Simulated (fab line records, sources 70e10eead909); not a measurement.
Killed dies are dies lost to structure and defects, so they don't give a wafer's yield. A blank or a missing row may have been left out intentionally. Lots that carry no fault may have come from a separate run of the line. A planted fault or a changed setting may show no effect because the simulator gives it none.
Matching of chambers    flow nand_harc    NHARC_A_BLC_ETCH_16 on rie_diel-01: 4 sister chambers
The step etches the open film in CF4, target depth 39 nm, time 65 s. 18 wafers are shown with their chamber, then 9 later ones without.

WAFERS WITH THEIR CHAMBER
wafer   chamber  showerhead_plenum_p_Torr (Torr)  drypump_motor_current_A (A)  rf_vpp_V (V)
L128.1  2        1.86                             6.1                          152.0
L128.2  0        1.75                             5.4                          151.0
L128.6  0        1.75                             5.4                          150.9
L129.1  2        1.86                             6.2                          152.0
L129.2  1        1.89                             6.2                          152.5
L129.5  2        1.86                             6.2                          152.0
L131.1  1        1.89                             6.2                          152.7
L131.3  0        1.75                             5.4                          151.0
L131.6  2        1.86                             6.1                          151.9
L140.2  1        1.88                             6.2                          152.9
L140.4  3        1.68                             5.6                          150.3
L140.5  3        1.68                             5.6                          149.9
L141.1  2        1.86                             6.1                          152.7
L141.4  3        1.68                             5.6                          150.2
L141.5  3        1.68                             5.6                          149.2
L142.1  1        1.88                             6.2                          152.8
L142.3  3        1.68                             5.6                          149.3
L142.5  1        1.88                             6.2                          151.9

SIGNATURES (averages over the wafers above)
reading                   chamber 0  chamber 1  chamber 2  chamber 3  scatter within a chamber
showerhead_plenum_p_Torr  1.7500     1.8840     1.8600     1.6800     0.00293
drypump_motor_current_A   5.400      6.200      6.140      5.600      0.0293
rf_vpp_V                  150.967    152.560    152.120    149.780    0.387
Rule: distance of a wafer from a chamber = root of the sum over the readings of ((wafer's reading minus chamber's mean) / reading's scatter) squared. If the next closest chamber is less than 2 further off than the closest, the wafer can't be placed; otherwise it belongs to the closest. How the scatter is found: for the shown wafers, subtract from each reading the mean of its chamber, square and add these, divide the total by (wafers less chambers), then take the root.

WAFERS MISSING THEIR CHAMBER
wafer   showerhead_plenum_p_Torr (Torr)  drypump_motor_current_A (A)  rf_vpp_V (V)
L146.2  1.68                             5.6                          149.1
L146.3  1.86                             6.2                          152.3
L146.4  1.75                             5.4                          151.2
L147.1  1.88                             6.2                          152.2
L147.2  1.68                             5.6                          150.0
L147.3  1.86                             6.2                          152.2
L148.2  1.75                             5.4                          152.2
L148.5  1.68                             5.6                          150.3
L148.6  1.86                             6.2                          152.8

THE CHAMBER EACH PASSED THROUGH
wafer   from the rows above  in truth
L146.2  3                    3
L146.3  2                    2
L146.4  0                    0
L147.1  1                    1
L147.2  3                    3
L147.3  2                    2
L148.2  0                    0
L148.5  3                    3
L148.6  2                    2
Correctly placed: 9 of 9. Not placeable from these rows: 0. Placed wrongly: 0.
